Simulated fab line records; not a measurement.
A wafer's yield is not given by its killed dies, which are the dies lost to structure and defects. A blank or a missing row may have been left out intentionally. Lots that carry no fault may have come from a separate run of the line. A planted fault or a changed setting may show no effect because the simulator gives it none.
fab line records | flow n5-finfet
[record] lots = 10 | wafers = 28 | last-day = 18
route steps=1938 shown HKMG_FIN@413 BEOL_M4@1085 BEOL_M5@1112
lots that met no fault: from a run of the same line without faults
start-h: the number of hours between the record's first day and the start of the first shown wafer of the lot | wait-h: how many hours have passed since the lot's step before this one | " repeats the value in the row above | L1.1+2: a single row standing in for several wafers | - no value, or no start given | * or withheld: withheld | < > ~ a bound
route shown NAME@n: a module of which the file shows steps, and the number in the route of the first | usual: mean and standard deviation over wafers with no fault | same: alike in all rows | chamber/n: place in a boat | sites: each site's reading | _std_site: the values' standard deviation | _edge_site: inner sites' mean taken away from outer sites' mean | radius-mm: for every site, how far away it sits from the centre of the wafer | mask NAME#n: copy n | behind: the most recent tool/chamber to have shaped the wafer | hold: the reason the lot was held/the length of the hold in hours/how it ended | device: which transistor (n, p or np) failed to switch | end of line: the tests these same wafers got at the end of their route | a step without rows: its recipe alone | killed: the dies lost at the first sort to structure and to defects; this is not the yield of the wafer | map: dies across one wafer; x = killed, . = not, _ = none there
set.NAME: the setting as run; set.NAME@STEP: as run at that earlier step | model.NAME: the simulator's own value behind a step, which no gauge read
one table for each step of the route and one row for each wafer, over a sample of lots
services: a tool's chamber out of use, with start hour (start-h, from the record's first day; less than 0 if before it), hours out, and reason
[[steps]]
[step N5_HKMG_FIN_CVD_62]
[recipe] material = a-Si | target-thk-a = 30 | temp-c = 500 | precursor = Si2H6 | pressure-torr = 1 | time-s = 20.8
[usual] chamber-pressure-Torr = 0.9997/0.0022 | heater-power-w = 1530/110
lot.wafer | tool              | chamber | start-h | wait-h | chamber-pressure-Torr | heater-power-w
L557.3    | thermal-cvd-si-02 | 1       | 81.27   | 0.2    | 0.9973                | 1352
L557.4    | "                 | 0       | "       | "      | 0.9975                | 1619
L557.6    | "                 | 1       | "       | "      | 0.9979                | 1382
L558.3    | thermal-cvd-si-01 | 1       | 87.20   | 0.2    | 1.0020                | 1389
L558.4    | "                 | 0       | "       | "      | 1.0001                | 1577
L558.6    | "                 | 1       | "       | "      | 1.0006                | 1429
L559.3    | thermal-cvd-si-02 | 1       | 94.61   | 0.2    | 0.9959                | 1392
L559.4    | "                 | 2       | "       | "      | 0.9979                | 1722
L559.6    | "                 | 0       | "       | "      | 1.0041                | 1581
L561.3    | thermal-cvd-si-02 | 2       | 107.54  | 0.2    | 1.0018                | 1673
L561.4    | "                 | 0       | "       | "      | 1.0020                | 1569
L561.6    | "                 | 2       | "       | "      | 0.9982                | 1679
L562.1    | thermal-cvd-si-01 | 0       | 113.27  | 0.2    | 1.0006                | 1550
L562.4    | "                 | 0       | "       | "      | 0.9966                | 1574
L562.6    | "                 | 2       | "       | "      | 1.0029                | 1539
L563.1    | thermal-cvd-si-02 | 1       | 121.34  | 0.2    | 0.9997                | 1355
L563.2    | "                 | 2       | "       | "      | 0.9991                | 1658
L563.5    | "                 | 1       | "       | "      | 0.9977                | 1382
L565.1    | thermal-cvd-si-02 | 2       | 134.95  | 0.2    | 1.0016                | 1682
L565.2    | "                 | 1       | "       | "      | 1.0053                | 1367
L565.5    | "                 | 0       | "       | "      | 1.0023                | 1580
L567.4    | thermal-cvd-si-02 | 0       | 147.91  | 0.2    | 0.9948                | 1583
L567.6    | "                 | 2       | "       | "      | 1.0011                | 1685
L569.1    | thermal-cvd-si-02 | 1       | 155.24  | 0.2    | 1.0055                | 1365
L569.6    | "                 | 1       | "       | "      | 1.0023                | 1379
L579.4    | thermal-cvd-si-02 | 0       | 211.49  | 0.1    | 0.9976                | 1608
L579.5    | "                 | 1       | "       | "      | 1.0034                | 1349
L579.6    | "                 | 2       | "       | "      | 1.0016                | 1690
[step N5_BEOL_M4_ANNEAL_49]
[recipe] temp-c = 400 | time-s = 240 | ambient = vacuum
[usual] heater-power-w = 870/150
lot.wafer | tool           | chamber | start-h | wait-h | heater-power-w
L559.3    | pvd-sputter-01 | -       | 179.09  | 0.0    | 818
L559.4    | "              | -       | "       | "      | 728
L559.6    | "              | -       | "       | "      | 829
L558.3    | pvd-sputter-03 | -       | 182.96  | 0.0    | 671
L558.4    | "              | -       | "       | "      | 841
L558.6    | "              | -       | "       | "      | 689
L557.3    | pvd-sputter-03 | -       | 189.20  | 0.0    | 1163
L557.4    | "              | -       | "       | "      | 782
L557.6    | "              | -       | "       | "      | 819
L562.1    | pvd-sputter-01 | -       | 194.06  | 0.0    | 696
L562.4    | "              | -       | "       | "      | 838
L562.6    | "              | -       | "       | "      | 861
L561.3    | pvd-sputter-02 | -       | 194.49  | 0.0    | 1002
L561.4    | "              | -       | "       | "      | 972
L561.6    | "              | -       | "       | "      | 1008
L563.1    | pvd-sputter-01 | -       | 197.38  | 0.0    | 818
L563.2    | "              | -       | "       | "      | 837
L563.5    | "              | -       | "       | "      | 736
L565.1    | pvd-sputter-02 | -       | 219.14  | 0.0    | 1051
L565.2    | "              | -       | "       | "      | 913
L565.5    | "              | -       | "       | "      | 921
L567.4    | pvd-sputter-02 | -       | 228.97  | 0.0    | 713
L567.6    | "              | -       | "       | "      | 1065
L569.1    | pvd-sputter-02 | -       | 246.88  | 0.0    | 1068
L569.6    | "              | -       | "       | "      | 940
L579.4    | pvd-sputter-03 | -       | 309.03  | 0.0    | 1203
L579.5    | "              | -       | "       | "      | 750
L579.6    | "              | -       | "       | "      | 691
[step N5_BEOL_M4_ANNEAL_80]
[recipe] temp-c = 400 | time-s = 240 | ambient = vacuum
[usual] heater-power-w = 870/150
lot.wafer | tool           | chamber | start-h | wait-h | heater-power-w
L559.3    | pvd-sputter-01 | -       | 179.31  | 0.0    | 811
L559.4    | "              | -       | "       | "      | 725
L559.6    | "              | -       | "       | "      | 803
L558.3    | pvd-sputter-03 | -       | 183.18  | 0.0    | 703
L558.4    | "              | -       | "       | "      | 840
L558.6    | "              | -       | "       | "      | 690
L557.3    | pvd-sputter-03 | -       | 189.42  | 0.0    | 1202
L557.4    | "              | -       | "       | "      | 762
L557.6    | "              | -       | "       | "      | 848
L562.1    | pvd-sputter-01 | -       | 194.28  | 0.0    | 732
L562.4    | "              | -       | "       | "      | 838
L562.6    | "              | -       | "       | "      | 836
L561.3    | pvd-sputter-02 | -       | 194.71  | 0.0    | 992
L561.4    | "              | -       | "       | "      | 927
L561.6    | "              | -       | "       | "      | 999
L563.1    | pvd-sputter-01 | -       | 197.60  | 0.0    | 858
L563.2    | "              | -       | "       | "      | 839
L563.5    | "              | -       | "       | "      | 708
L565.1    | pvd-sputter-02 | -       | 219.36  | 0.0    | 1050
L565.2    | "              | -       | "       | "      | 915
L565.5    | "              | -       | "       | "      | 909
L567.4    | pvd-sputter-02 | -       | 229.19  | 0.0    | 686
L567.6    | "              | -       | "       | "      | 1040
L569.1    | pvd-sputter-02 | -       | 247.10  | 0.0    | 1003
L569.6    | "              | -       | "       | "      | 930
L579.4    | pvd-sputter-03 | -       | 309.25  | 0.0    | 1190
L579.5    | "              | -       | "       | "      | 761
L579.6    | "              | -       | "       | "      | 691
[step N5_BEOL_M4_RC_MEAS_101]
[usual] DIBL_N = 36.9/1.7 | DIBL_P = 36.7/2.1 | EOT_N = 10.54/0.095 | EOT_P = 10.51/0.09 | IOFF_N = 0.17/0.032 | IOFF_P = 0.22/0.036 | ION_N = 674/12 | ION_P = 461/7 | SS_N = 71.7/0.6 | SS_P = 73.4/0.67 | VT_N = 249/3.1 | VT_P = -250/3.2
lot.wafer | tool      | chamber | start-h | wait-h | DIBL_N[mV/V] | DIBL_P[mV/V] | EOT_N | EOT_P | IOFF_N[nA/um] | IOFF_P[nA/um] | ION_N[uA/um] | ION_P[uA/um] | SS_N[mV/dec] | SS_P[mV/dec] | VT_N[mV] | VT_P[mV]
L559.3    | prober-02 | 0       | 182.21  | 0.3    | 32.8         | 32.8         | 10.59 | 10.60 | 0.12          | 0.17          | 660          | 454          | 70.6         | 72.8         | 255      | -252
L559.4    | "         | 0       | "       | "      | 35.9         | 35.1         | 10.65 | 10.59 | 0.16          | 0.20          | 663          | 454          | 71.8         | 72.8         | 250      | -252
L559.6    | "         | 0       | "       | "      | 34.4         | 32.9         | 10.63 | 10.60 | 0.14          | 0.17          | 652          | 446          | 71.6         | 72.2         | 252      | -251
L558.3    | prober-02 | 0       | 186.05  | 0.3    | 35.1         | 33.9         | 10.47 | 10.46 | 0.13          | 0.15          | 653          | 449          | 70.7         | 73.5         | 251      | -257
L558.4    | "         | 0       | "       | "      | 37.2         | 36.8         | 10.42 | 10.45 | 0.17          | 0.19          | 682          | 455          | 71.6         | 73.1         | 251      | -255
L558.6    | "         | 0       | "       | "      | 37.5         | 35.1         | 10.47 | 10.46 | 0.17          | 0.16          | 677          | 451          | 71.5         | 73.5         | 248      | -256
L557.3    | prober-02 | 0       | 192.31  | 0.3    | 37.7         | 37.5         | 10.56 | 10.61 | 0.18          | 0.22          | 674          | 463          | 71.6         | 73.8         | 250      | -249
L557.4    | "         | 0       | "       | "      | 36.5         | 35.6         | 10.52 | 10.44 | 0.16          | 0.19          | 666          | 456          | 71.3         | 73.2         | 250      | -252
L557.6    | "         | 0       | "       | "      | 36.5         | 36.0         | 10.48 | 10.53 | 0.16          | 0.19          | 676          | 453          | 71.7         | 73.5         | 250      | -252
L562.1    | prober-01 | 0       | 196.96  | 0.0    | 38.8         | 41.7         | 10.48 | 10.53 | 0.23          | 0.27          | 694          | 468          | 72.2         | 74.3         | 245      | -251
L562.4    | "         | 0       | "       | "      | 36.9         | 38.2         | 10.50 | 10.53 | 0.18          | 0.21          | 676          | 452          | 71.8         | 73.9         | 250      | -252
L562.6    | "         | 0       | "       | "      | 37.5         | 38.4         | 10.43 | 10.44 | 0.19          | 0.21          | 683          | 456          | 71.6         | 74.3         | 248      | -254
L561.3    | prober-02 | 0       | 197.64  | 0.4    | 38.0         | 40.4         | 10.30 | 10.36 | 0.20          | 0.27          | 687          | 469          | 72.1         | 73.6         | 244      | -246
L561.4    | "         | 0       | "       | "      | 35.7         | 36.3         | 10.49 | 10.37 | 0.16          | 0.20          | 670          | 464          | 71.7         | 72.8         | 248      | -251
L561.6    | "         | 0       | "       | "      | 37.3         | 39.3         | 10.70 | 10.61 | 0.18          | 0.26          | 671          | 463          | 72.3         | 73.7         | 248      | -248
L563.1    | prober-01 | 0       | 200.16  | 0.0    | 36.3         | 36.9         | 10.63 | 10.56 | 0.17          | 0.23          | 685          | 471          | 71.0         | 73.6         | 245      | -246
L563.2    | "         | 0       | "       | "      | 35.7         | 35.5         | 10.65 | 10.65 | 0.14          | 0.21          | 662          | 460          | 71.5         | 73.7         | 250      | -250
L563.5    | "         | 0       | "       | "      | 37.0         | 37.6         | 10.56 | 10.57 | 0.17          | 0.25          | 676          | 467          | 71.1         | 72.9         | 248      | -246
L565.1    | prober-01 | 0       | 221.92  | 0.0    | 34.8         | 34.7         | 10.63 | 10.56 | 0.15          | 0.20          | 662          | 461          | 71.6         | 72.5         | 251      | -249
L565.2    | "         | 0       | "       | "      | 34.6         | 34.8         | 10.54 | 10.68 | 0.13          | 0.21          | 657          | 454          | 70.7         | 71.8         | 253      | -252
L565.5    | "         | 0       | "       | "      | 36.1         | 36.9         | 10.97 | 11.13 | 0.17          | 0.26          | 667          | 462          | 71.7         | 73.0         | 250      | -247
L567.4    | prober-01 | 0       | 232.23  | 0.5    | 34.8         | 34.0         | 10.61 | 10.61 | 0.13          | 0.19          | 656          | 457          | 70.9         | 71.8         | 253      | -252
L567.6    | "         | 0       | "       | "      | 36.0         | 35.4         | 10.83 | 10.85 | 0.15          | 0.22          | 660          | 458          | 72.1         | 72.9         | 251      | -247
L569.1    | prober-02 | 0       | 249.66  | 0.0    | 34.9         | 35.1         | 10.49 | 10.50 | 0.13          | 0.16          | 673          | 455          | 70.6         | 73.0         | 251      | -256
L569.6    | "         | 0       | "       | "      | 37.9         | 38.2         | 10.79 | 10.78 | 0.18          | 0.21          | 680          | 458          | 71.8         | 74.3         | 249      | -249
L579.4    | prober-01 | 0       | 312.33  | 0.5    | 39.1         | 38.5         | 10.56 | 10.55 | 0.18          | 0.23          | 663          | 460          | 71.9         | 74.1         | 251      | -249
L579.5    | "         | 0       | "       | "      | 37.7         | 37.1         | 10.72 | 10.57 | 0.16          | 0.22          | 659          | 458          | 72.1         | 73.7         | 252      | -248
L579.6    | "         | 0       | "       | "      | 39.5         | 39.5         | 10.56 | 10.65 | 0.19          | 0.26          | 681          | 467          | 72.8         | 73.8         | 251      | -247
[step N5_BEOL_M5_ILD_DEP_00]
[recipe] material = SiCOH_lowk | target-thk-a = 1406.4 | temp-c = 300 | precursor = DEMS/porogen | pressure-torr = 5 | rf-w = 500 | time-s = 25.9
[usual] chamber-pressure-Torr = 5.000/0.011 | heater-power-w = 283/50 | rf-fwd-power-W = 494.1/2.8 | showerhead-plenum-p-Torr = 5.742/0.017 | throttle-valve-pct = 13.9/0.54
lot.wafer | tool     | chamber | start-h | wait-h | chamber-pressure-Torr | heater-power-w | rf-fwd-power-W | showerhead-plenum-p-Torr | throttle-valve-pct
L559.3    | pecvd-02 | 1       | 182.86  | 0.5    | 5.007                 | 273            | 493.2          | 5.761                    | 13.3
L559.4    | "        | 2       | "       | "      | 4.990                 | 378            | 496.5          | 5.742                    | 13.6
L559.6    | "        | 0       | "       | "      | 5.004                 | 335            | 495.6          | 5.743                    | 15.1
L558.3    | pecvd-03 | 2       | 186.70  | 0.5    | 5.002                 | 248            | 495.3          | 5.724                    | 13.3
L558.4    | "        | 0       | "       | "      | 5.006                 | 270            | 494.2          | 5.759                    | 13.8
L558.6    | "        | 2       | "       | "      | 4.991                 | 244            | 496.8          | 5.743                    | 13.7
L557.3    | pecvd-02 | 0       | 192.96  | 0.5    | 5.005                 | 324            | 494.1          | 5.744                    | 14.7
L557.4    | "        | 0       | "       | "      | 5.003                 | 331            | 491.6          | 5.740                    | 14.8
L557.6    | "        | 2       | "       | "      | 4.998                 | 370            | 497.7          | 5.725                    | 13.5
L562.1    | pecvd-01 | 2       | 197.93  | 0.8    | 5.006                 | 392            | 495.6          | 5.766                    | 14.1
L562.4    | "        | 0       | "       | "      | 5.007                 | 275            | 495.9          | 5.720                    | 13.5
L562.6    | "        | 2       | "       | "      | 5.000                 | 405            | 493.1          | 5.745                    | 13.9
L561.3    | pecvd-03 | 1       | 198.30  | 0.5    | 5.009                 | 244            | 489.6          | 5.716                    | 14.4
L561.4    | "        | 2       | "       | "      | 5.016                 | 262            | 494.6          | 5.747                    | 13.3
L561.6    | "        | 1       | "       | "      | 4.997                 | 255            | 491.1          | 5.732                    | 14.6
L563.1    | pecvd-03 | 2       | 201.13  | 0.8    | 5.016                 | 232            | 496.3          | 5.746                    | 13.5
L563.2    | "        | 0       | "       | "      | 5.015                 | 326            | 493.9          | 5.743                    | 13.7
L563.5    | "        | 0       | "       | "      | 5.013                 | 331            | 495.1          | 5.763                    | 14.0
L565.1    | pecvd-03 | 0       | 222.88  | 0.8    | 5.008                 | 331            | 494.9          | 5.749                    | 13.6
L565.2    | "        | 2       | "       | "      | 4.989                 | 231            | 496.4          | 5.748                    | 13.3
L565.5    | "        | 0       | "       | "      | 5.010                 | 322            | 493.8          | 5.760                    | 13.7
L567.4    | pecvd-02 | 0       | 232.76  | 0.4    | 5.005                 | 338            | 495.7          | 5.747                    | 14.7
L567.6    | "        | 2       | "       | "      | 4.981                 | 398            | 497.5          | 5.740                    | 13.3
L569.1    | pecvd-02 | 2       | 250.62  | 0.8    | 4.992                 | 389            | 498.6          | 5.744                    | 13.4
L569.6    | "        | 0       | "       | "      | 4.993                 | 328            | 496.9          | 5.729                    | 14.9
L579.4    | pecvd-03 | 1       | 312.86  | 0.4    | 4.997                 | 234            | 488.1          | 5.714                    | 14.5
L579.5    | "        | 2       | "       | "      | 4.996                 | 252            | 495.4          | 5.734                    | 13.5
L579.6    | "        | 0       | "       | "      | 5.004                 | 294            | 495.1          | 5.756                    | 14.0
[[services]]
tool              | chamber | start-h | hours | kind
thermal-cvd-si-01 | 2       | 80.05   | 15.1  | repair
pecvd-03          | 0       | 93.93   | 3.9   | repair
pvd-sputter-03    | -       | 124.48  | 12.1  | repair
pvd-sputter-01    | -       | 129.67  | 3.7   | repair
pecvd-03          | 1       | 140.56  | 5.5   | scheduled-down
pvd-sputter-03    | -       | 150.18  | 7.7   | repair
pecvd-01          | 1       | 151.00  | 6.7   | repair
thermal-cvd-si-02 | -       | 158.62  | 1.3   | repair
pecvd-03          | 2       | 164.62  | 5.5   | scheduled-down
pecvd-01          | 2       | 209.43  | 19.8  | repair
pecvd-03          | 2       | 211.82  | 5.0   | scheduled-down
pecvd-01          | 2       | 229.28  | -     | clean
pecvd-01          | 2       | 229.28  | -     | consumable-replace:showerhead
pecvd-01          | 2       | 229.28  | 29.0  | scheduled-down
pecvd-01          | 2       | 229.28  | 29.0  | vent-cycle
pecvd-01          | -       | 229.78  | 28.1  | pm
thermal-cvd-si-01 | 2       | 259.53  | 7.6   | repair
pecvd-01          | 0       | 265.44  | 4.3   | repair
pecvd-03          | 0       | 271.09  | 16.5  | scheduled-down
thermal-cvd-si-02 | -       | 283.36  | 0.7   | repair
thermal-cvd-si-01 | -       | 284.07  | 2.8   | pm
pecvd-02          | 0       | 294.23  | 2.1   | scheduled-down
[[key]]
[first-sign] step = N5_BEOL_M4_RC_MEAS_101 | reading = EOT_P | direction = up | sigmas = 4.6 | usual = 10.51 | struck = 10.92
[effect] step = N5_BEOL_M4_RC_MEAS_101 | reading = EOT_N | direction = up | sigmas = 3.5 | usual = 10.54 | struck = 10.86
met-at N5_HKMG_FIN_CVD_62
struck-lots L565,L567,L569
struck-wafers L565.5,L567.6,L569.6
not-acting-at N5_BEOL_M4_ANNEAL_49,N5_BEOL_M4_ANNEAL_80,N5_BEOL_M5_ILD_DEP_00
onset-between 121.34 134.95
[fault] kind = process-parameter-drift | tool = thermal-cvd-si-02 | chamber = - | onset-h = 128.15 | steps = N5_HKMG_FIN_CVD_62 | channel = time-s | offset = * | shape = step | end-h = 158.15 | scope = struck-wafers-only | stated = *
